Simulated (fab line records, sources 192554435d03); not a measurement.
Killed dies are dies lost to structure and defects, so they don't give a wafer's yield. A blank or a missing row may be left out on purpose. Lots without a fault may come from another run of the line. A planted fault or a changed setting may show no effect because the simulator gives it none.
fab line records | flow n5_finfet
record lots=14 wafers=42 last_day=17
route steps=1938 shown BEOL_M1@769
lots that met no fault: from a run of the same line without faults
start_h: hours from the record's first day to the start of the lot's first wafer shown | wait_h: hours since the lot's step before | " the same as in the row above | L1.1+2: a row that stands for several wafers | - no value, or no start given | * or withheld: withheld | < > ~ a bound
route shown NAME@n: a module of which the file shows steps, and the number in the route of the first | usual: mean/standard deviation of fault-free wafers | same: alike in all rows | chamber/n: place in a boat | sites: the reading at each site | _std_site: their standard deviation | _edge_site: outer sites' mean less inner sites' | radius_mm: how far each site lies from the wafer's centre | mask NAME#n: copy n | behind: the tool/chamber that last shaped the wafer | hold: why the lot was held/for how many hours/how that ended | device: the transistor (n, p or np) that didn't switch | end of line: the same wafers' tests at the end of the route | a step without rows: its recipe alone | killed: dies lost to structure and defects at the first sort, not the wafer's yield | map: a wafer's dies, x killed, . not, _ none there
set.NAME: the setting as run; set.NAME@STEP: as run at that earlier step | model.NAME: the simulator's own value behind a step, which no gauge read
steps of the route over a sample of lots; a table a step, a row a wafer
services: from which hour (start_h, from the record's first day; less than 0 if before it) a tool's chamber was out of use, for how many hours, and why
## steps
# step N5_BEOL_M1_ETCH_63
# recipe chemistry=CF4 target=SiARC target_depth_a=156 mask_material=CAR-EUV time_s=26 ion_energy_ev=80 pressure_mtorr=40 source_w=545 bias_w=36 Ar_flow_sccm=100 cf4_flow_sccm=100 ends=cleared
# usual bias_w=36.01/0.1 drypump_motor_current_A=5.7/0.37 etch_rf_on_time_s=25.9/0.37 oes_product_au=0.68/0.062 rf_vpp_V=184.2/1 showerhead_plenum_p_Torr=2.15/0.042 throttle_valve_pct=15.60/0.29
# columns lot.wafer tool chamber start_h wait_h bias_w drypump_motor_current_A etch_rf_on_time_s oes_product_au rf_hours_counter_h rf_vpp_V showerhead_plenum_p_Torr throttle_valve_pct
L593.1 rie_diel-05 3 125.49 0.0 36.11 5.4 25.8 0.65 155 184.8 2.14 16.08
L593.4 " 1 " " 35.81 6.2 26.1 0.71 - 184.2 2.17 15.82
L593.5 " 3 " " 36.27 5.4 25.8 0.65 - 184.5 2.14 16.10
L592.1 rie_diel-01 3 128.57 0.0 35.89 5.1 25.5 0.59 235 184.7 2.20 15.71
L592.3 " 2 " " 36.00 5.7 25.5 0.75 39 184.0 2.10 15.28
L592.6 " 2 " " 35.98 5.7 25.6 0.75 - 182.9 2.10 15.28
L594.2 rie_diel-05 0 128.81 0.0 35.94 5.7 26.0 0.61 212 184.2 2.12 15.95
L594.3 " 3 " " 35.77 5.4 26.0 0.65 156 185.3 2.14 16.07
L594.6 " 3 " " 35.87 5.4 25.8 0.65 - 183.2 2.14 16.10
L595.3 rie_diel-05 0 141.75 0.0 36.04 5.7 26.4 0.60 217 183.9 2.12 15.96
L595.4 " 3 " " 35.97 5.4 25.8 0.64 - 185.1 2.14 16.09
L595.6 " 0 " " 35.93 5.7 25.9 0.60 - 182.9 2.12 15.97
L596.1 rie_diel-03 1 148.91 0.0 35.97 6.2 26.4 0.64 144 186.1 2.23 15.55
L596.3 " 0 " " 35.84 6.2 26.0 0.68 114 184.2 2.07 15.36
L596.5 " 2 " " 36.05 5.5 25.4 0.65 - 184.0 2.15 15.55
L604.2 rie_diel-01 0 200.04 0.0 35.93 5.6 25.4 0.66 142 186.3 2.14 15.59
L604.3 " 3 " " 36.07 5.1 24.9 0.86 4 183.1 2.19 15.24
L604.5 " 0 " " 36.00 5.6 25.5 0.65 - 183.8 2.14 15.60
L606.1 rie_diel-03 2 207.15 0.0 35.94 5.5 25.8 0.64 154 182.5 2.14 15.59
L606.3 " 1 " " 35.99 6.1 26.8 0.63 161 184.5 2.23 15.59
L606.4 " 3 " " 36.10 6.2 26.2 0.75 43 184.7 2.17 15.38
L608.2 rie_diel-03 1 217.77 0.0 36.03 6.1 26.4 0.63 164 184.6 2.23 15.60
L608.5 " 3 " " 36.01 6.3 26.1 0.75 - 184.2 2.17 15.38
L608.6 " 0 " " 36.02 6.2 26.3 0.67 - 182.8 2.07 15.38
L610.1 rie_diel-03 2 233.09 0.0 36.16 5.5 25.4 0.64 160 184.2 2.14 15.60
L610.4 " 3 " " 36.08 6.2 26.0 0.74 51 185.2 2.17 15.39
L610.6 " 3 " " 35.94 6.2 26.0 0.74 - 184.9 2.17 15.40
L611.3 rie_diel-01 3 250.86 0.0 36.03 5.1 25.3 0.81 17 184.5 2.18 15.28
L611.4 " 1 " " 35.92 5.7 26.0 0.69 99 184.7 2.16 15.56
L611.6 " 3 " " 36.01 5.1 25.0 0.82 - 184.8 2.18 15.28
L613.1 rie_diel-01 1 254.80 0.0 35.91 5.7 26.2 0.70 100 186.0 2.16 15.57
L613.2 " 0 " " 36.05 5.6 25.8 0.64 159 183.5 2.14 15.62
L613.4 " 3 " " 35.95 5.1 25.2 0.81 18 184.9 2.18 15.28
L612.1 rie_diel-01 1 255.33 0.0 35.81 5.7 26.2 0.69 100 185.2 2.16 15.57
L612.2 " 0 " " 36.13 5.6 25.9 0.64 159 182.8 2.14 15.62
L612.6 " 1 " " 35.89 5.7 26.3 0.69 - 184.8 2.16 15.55
L614.2 rie_diel-03 1 258.57 0.0 36.05 6.1 26.4 0.62 176 186.0 2.22 15.63
L614.4 " 3 " " 36.03 6.2 25.9 0.74 - 184.0 2.17 15.43
L614.5 " 0 " " 36.05 6.2 26.3 0.66 - 183.9 2.06 15.41
L615.1 rie_diel-01 3 260.85 0.0 36.12 5.1 25.4 0.81 21 184.1 2.18 15.28
L615.2 " 1 " " 36.11 5.7 26.3 0.70 102 183.5 2.16 15.57
L615.5 " 2 " " 35.90 5.7 25.9 0.69 - 183.7 2.08 15.38
# step N5_BEOL_M1_PEB_26
# recipe peb_temp_c=100 peb_time_s=60 resist=CAR-EUV
# usual chill_plate_temp_C=23.00/0.11 exhaust_pa=44.8/0.83 plate_temp_C=99.98/0.14
# columns lot.wafer tool chamber start_h wait_h chill_plate_temp_C exhaust_pa plate_temp_C
L593.1 litho_track-01 0 126.25 0.1 23.16 45.1 100.03
L593.4 " 0 " " 23.09 44.2 99.85
L593.5 " 0 " " 23.09 44.9 99.83
L592.1 litho_track-04 0 129.33 0.1 23.08 45.0 99.93
L592.3 " 0 " " 23.02 46.3 99.86
L592.6 " 0 " " 22.93 45.5 99.85
L594.2 litho_track-01 - 129.44 0.1 - - -
L594.3 " - " " - - -
L594.6 " - " " - - -
L595.3 litho_track-01 - 142.39 0.1 - - -
L595.4 " - " " - - -
L595.6 " - " " - - -
L596.1 litho_track-03 - 149.71 0.1 - - -
L596.3 " - " " - - -
L596.5 " - " " - - -
L604.2 litho_track-03 0 200.79 0.1 22.84 44.3 99.87
L604.3 " 0 " " 22.85 44.3 99.93
L604.5 " 0 " " 22.86 44.2 99.93
L606.1 litho_track-03 0 207.90 0.1 23.02 44.6 100.04
L606.3 " 0 " " 22.81 44.6 100.09
L606.4 " 0 " " 22.93 43.9 100.17
L608.2 litho_track-01 0 218.40 0.1 22.83 44.3 99.79
L608.5 " 0 " " 22.75 44.6 99.69
L608.6 " 0 " " 22.90 44.8 99.86
L610.1 litho_track-01 0 233.81 0.1 22.94 45.4 99.96
L610.4 " 0 " " 23.00 45.0 100.08
L610.6 " 0 " " 22.89 45.7 100.23
L611.3 litho_track-03 0 251.65 0.1 23.02 45.4 99.98
L611.4 " 0 " " 22.91 44.7 99.96
L611.6 " 0 " " 23.07 45.3 99.99
L613.1 litho_track-01 0 255.46 0.1 23.01 44.6 100.11
L613.2 " 0 " " 23.07 45.6 100.29
L613.4 " 0 " " 23.03 44.6 100.30
L612.1 litho_track-03 0 256.03 0.1 23.21 45.4 99.85
L612.2 " 0 " " 22.98 44.2 99.91
L612.6 " 0 " " 23.10 45.3 100.09
L614.2 litho_track-01 0 259.46 0.1 23.11 44.6 99.69
L614.4 " 0 " " 22.88 44.0 100.08
L614.5 " 0 " " 22.93 45.0 100.01
L615.1 litho_track-01 0 261.69 0.1 23.07 43.2 100.16
L615.2 " 0 " " 23.11 44.7 99.95
L615.5 " 0 " " 22.98 44.2 99.97
# step N5_BEOL_M1_DESCUM_33
# recipe chemistry=O2 time_s=7 source_power_w=50 bias_power_w=20 pressure_mtorr=20 rf_frequency_hz=2.712e+07 temp_c=40 resist=CAR-EUV o2_flow_sccm=225
# usual drypump_motor_current_A=5.7/0.36 oes_product_au=0.80/0.075 rf_vpp_V=243.2/0.97 showerhead_plenum_p_Torr=2.10/0.039 throttle_valve_pct=20.4/0.31
# columns lot.wafer tool chamber start_h wait_h drypump_motor_current_A oes_product_au rf_hours_counter_h rf_vpp_V showerhead_plenum_p_Torr throttle_valve_pct
L593.1 rie_diel-05 0 126.44 0.0 5.7 0.71 211 242.8 2.08 20.8
L593.4 " 3 " " 5.4 0.77 - 242.4 2.09 20.9
L593.5 " 0 " " 5.7 0.72 - 244.0 2.08 20.8
L592.1 rie_diel-05 0 129.52 0.0 5.7 0.71 212 243.9 2.08 20.8
L592.3 " 1 " " 6.2 0.82 80 243.3 2.12 20.7
L592.6 " 0 " " 5.7 0.71 - 241.8 2.08 20.8
L594.2 rie_diel-01 3 129.63 0.0 5.2 0.69 235 244.2 2.14 20.4
L594.3 " 2 " " 5.7 0.87 40 242.1 2.05 20.1
L594.6 " 1 " " 5.7 0.86 - 243.0 2.13 20.4
L595.3 rie_diel-05 3 142.57 0.0 5.4 0.75 162 241.9 2.09 20.9
L595.4 " 0 " " 5.7 0.71 - 242.9 2.08 20.8
L595.6 " 3 " " 5.4 0.75 - 241.7 2.09 20.9
L596.1 rie_diel-05 2 149.90 0.0 5.0 0.93 16 244.1 2.15 19.8
L596.3 " 1 " " 6.2 0.81 88 243.9 2.12 20.7
L596.5 " 3 " " 5.4 0.75 - 242.6 2.09 20.9
L604.2 rie_diel-01 1 200.98 0.0 5.7 0.85 83 244.3 2.12 20.4
L604.3 " 3 " " 5.2 1.00 4 243.2 2.14 20.1
L604.5 " 2 " " 5.7 0.85 - 242.5 2.04 20.1
L606.1 rie_diel-05 3 208.09 0.0 5.5 0.73 181 243.1 2.08 20.9
L606.3 " 1 " " 6.2 0.80 105 242.4 2.11 20.8
L606.4 " 0 " " 5.7 0.69 236 242.5 2.07 20.9
L608.2 rie_diel-01 2 218.59 0.0 5.7 0.84 67 242.6 2.04 20.2
L608.5 " 1 " " 5.7 0.83 - 243.9 2.12 20.4
L608.6 " 0 " " 5.6 0.76 - 242.5 2.10 20.5
L610.1 rie_diel-03 1 234.00 0.0 6.2 0.73 167 246.0 2.18 20.4
L610.4 " 2 " " 5.5 0.73 160 243.2 2.09 20.4
L610.6 " 3 " " 6.2 0.87 - 243.8 2.14 20.3
L611.3 rie_diel-05 1 251.86 0.1 6.2 0.78 118 243.7 2.11 20.8
L611.4 " 2 " " 5.0 0.87 45 242.9 2.13 19.9
L611.6 " 1 " " 6.3 0.78 - 242.8 2.11 20.8
L613.1 rie_diel-01 3 255.65 0.0 5.2 0.93 18 244.6 2.13 20.1
L613.2 " 2 " " 5.7 0.83 78 241.4 2.04 20.2
L613.4 " 1 " " 5.7 0.81 100 242.9 2.12 20.4
L612.1 rie_diel-01 3 256.38 0.2 5.1 0.94 19 242.5 2.13 20.1
L612.2 " 1 " " 5.8 0.82 100 243.9 2.12 20.4
L612.6 " 0 " " 5.6 0.75 - 243.6 2.10 20.5
L614.2 rie_diel-01 3 260.29 0.7 5.1 0.94 21 244.5 2.13 20.1
L614.4 " 1 " " 5.8 0.81 102 243.3 2.12 20.4
L614.5 " 0 " " 5.6 0.75 - 243.0 2.09 20.5
L615.1 rie_diel-03 0 261.88 0.0 6.2 0.77 149 242.4 2.01 20.2
L615.2 " 1 " " 6.2 0.73 178 243.7 2.18 20.4
L615.5 " 1 " " 6.2 0.73 - 244.2 2.18 20.5
# step N5_BEOL_M1_ETCH_77
# recipe chemistry=N2/H2 target=underlayer target_depth_a=65 mask_material=CAR-EUV time_s=5.2 ion_energy_ev=200 pressure_mtorr=30 source_w=840 bias_w=150 n2_flow_sccm=200 h2_flow_sccm=200 ends=cleared
# usual bias_w=150.0/0.49 drypump_motor_current_A=5.7/0.36 etch_rf_on_time_s=5.16/0.084 oes_product_au=0.69/0.065 rf_vpp_V=524.2/2 showerhead_plenum_p_Torr=2.55/0.051 throttle_valve_pct=17.8/0.31
# columns lot.wafer tool chamber start_h wait_h bias_w drypump_motor_current_A etch_rf_on_time_s oes_product_au rf_hours_counter_h rf_vpp_V showerhead_plenum_p_Torr throttle_valve_pct
L593.1 rie_diel-05 0 126.47 0.0 150.0 5.7 5.29 0.60 211 523.4 2.51 18.1
L593.4 " 3 " " 150.2 5.5 5.11 0.65 - 524.9 2.53 18.2
L593.5 " 0 " " 149.8 5.7 5.19 0.61 - 522.9 2.51 18.1
L592.1 rie_diel-05 0 129.55 0.0 150.7 5.7 5.18 0.61 212 524.8 2.51 18.1
L592.3 " 1 " " 149.6 6.3 5.20 0.69 80 524.0 2.57 18.1
L592.6 " 0 " " 150.0 5.7 5.19 0.60 - 522.7 2.51 18.1
L594.2 rie_diel-01 3 129.66 0.0 150.0 5.1 5.08 0.60 235 526.9 2.62 17.9
L594.3 " 2 " " 149.4 5.7 5.06 0.74 40 522.5 2.48 17.4
L594.6 " 1 " " 150.0 5.7 5.13 0.73 - 524.1 2.58 17.7
L595.3 rie_diel-05 3 142.61 0.0 149.5 5.4 5.08 0.65 162 523.0 2.53 18.2
L595.4 " 0 " " 150.2 5.7 5.19 0.60 - 523.3 2.51 18.1
L595.6 " 3 " " 149.9 5.4 5.18 0.66 - 524.2 2.53 18.2
L596.1 rie_diel-05 2 149.93 0.0 150.1 5.0 4.99 0.80 16 527.2 2.60 17.1
L596.3 " 1 " " 149.9 6.2 5.21 0.69 88 525.6 2.56 18.1
L596.5 " 3 " " 150.1 5.4 5.13 0.65 - 523.9 2.53 18.2
L604.2 rie_diel-01 1 201.02 0.0 149.9 5.8 5.20 0.71 83 524.8 2.57 17.8
L604.3 " 3 " " 149.9 5.2 5.03 0.86 4 526.0 2.61 17.5
L604.5 " 2 " " 149.4 5.7 5.11 0.72 - 522.5 2.47 17.4
L606.1 rie_diel-05 3 208.13 0.0 149.3 5.5 5.17 0.63 181 523.2 2.52 18.2
L606.3 " 1 " " 150.1 6.2 5.21 0.67 105 523.8 2.55 18.2
L606.4 " 0 " " 149.4 5.7 5.23 0.59 236 520.8 2.50 18.2
L608.2 rie_diel-01 2 218.62 0.0 149.7 5.7 5.06 0.72 67 521.4 2.47 17.4
L608.5 " 1 " " 150.4 5.8 5.12 0.70 - 524.5 2.57 17.8
L608.6 " 0 " " 150.6 5.6 5.13 0.65 - 525.5 2.55 17.9
L610.1 rie_diel-03 1 234.04 0.0 150.3 6.2 5.32 0.63 167 525.8 2.65 17.9
L610.4 " 2 " " 150.5 5.5 5.18 0.63 160 524.7 2.54 17.9
L610.6 " 3 " " 150.2 6.3 5.21 0.74 - 527.9 2.59 17.6
L611.3 rie_diel-05 1 251.89 0.0 149.8 6.2 5.25 0.68 118 524.1 2.55 18.2
L611.4 " 2 " " 149.4 5.0 5.08 0.73 45 524.0 2.58 17.2
L611.6 " 1 " " 149.8 6.3 5.32 0.67 - 526.2 2.55 18.2
L613.1 rie_diel-01 3 255.69 0.0 150.1 5.2 5.07 0.81 18 526.3 2.60 17.5
L613.2 " 2 " " 150.1 5.7 5.15 0.70 78 522.0 2.46 17.5
L613.4 " 1 " " 149.9 5.7 5.23 0.69 100 525.1 2.56 17.8
L612.1 rie_diel-01 3 256.41 0.0 151.2 5.2 5.11 0.80 19 525.2 2.60 17.5
L612.2 " 1 " " 150.3 5.8 5.21 0.69 100 524.5 2.56 17.8
L612.6 " 0 " " 149.9 5.6 5.17 0.64 - 523.5 2.55 17.9
L614.2 rie_diel-01 3 260.33 0.0 149.5 5.1 5.05 0.80 21 524.6 2.60 17.6
L614.4 " 1 " " 150.6 5.7 5.17 0.69 102 521.9 2.56 17.8
L614.5 " 0 " " 150.0 5.6 5.19 0.64 - 524.0 2.55 17.9
L615.1 rie_diel-03 0 261.94 0.0 150.1 6.2 5.26 0.65 149 522.2 2.44 17.6
L615.2 " 1 " " 149.9 6.2 5.29 0.62 178 527.6 2.65 17.9
L615.5 " 1 " " 149.8 6.2 5.22 0.62 - 529.9 2.65 17.9
## services
# columns tool chamber start_h hours kind
rie_diel-05 0 106.62 15.8 repair
rie_diel-01 0 123.95 6.4 repair
litho_track-03 - 154.05 - consumable_replace:filter
litho_track-01 - 167.80 - consumable_replace:filter
rie_diel-01 3 177.08 - clean
rie_diel-01 3 177.08 - consumable_replace:focus_ring
rie_diel-01 3 177.08 12.5 scheduled_down
rie_diel-01 3 177.08 12.5 vent_cycle
litho_track-03 - 200.77 - consumable_replace:filter
litho_track-01 - 226.73 - consumable_replace:filter
rie_diel-01 - 232.90 2.8 pm
rie_diel-03 2 248.66 32.5 repair
rie_diel-05 - 255.94 4.4 repair
rie_diel-03 3 261.12 1.6 repair
rie_diel-05 0 261.54 - clean
rie_diel-05 0 261.54 - consumable_replace:focus_ring
rie_diel-05 0 261.54 20.1 scheduled_down
rie_diel-05 0 261.54 20.1 vent_cycle
## key
first_sign step=N5_BEOL_M1_PEB_26 reading=tool_record direction=missing
effect none on later readings
met_at N5_BEOL_M1_PEB_26
struck_lots L594,L595,L596
later_rows_left_out L594.2,L594.3,L594.6,L595.3,L595.4,L595.6,L596.1,L596.3,L596.5
sort_left_out L594.2,L594.3,L594.6,L595.3,L595.4,L595.6,L596.1,L596.3,L596.5
not_acting_at N5_BEOL_M1_ETCH_63,N5_BEOL_M1_DESCUM_33,N5_BEOL_M1_ETCH_77
onset_between 126.25 129.44
fault kind=skipped_step_whole tool=litho_track-01,litho_track-03 chamber=- onset_h=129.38 steps=N5_BEOL_M1_PEB_26 scope=struck_lots_only
# sort_left_out: the simulated sort isn't trusted on such a fault, so these wafers' sort isn't shown, and their yield isn't known
# later_rows_left_out: the simulator's readings of these wafers behind a module that went badly wrong aren't trusted and aren't shown, but for the sort
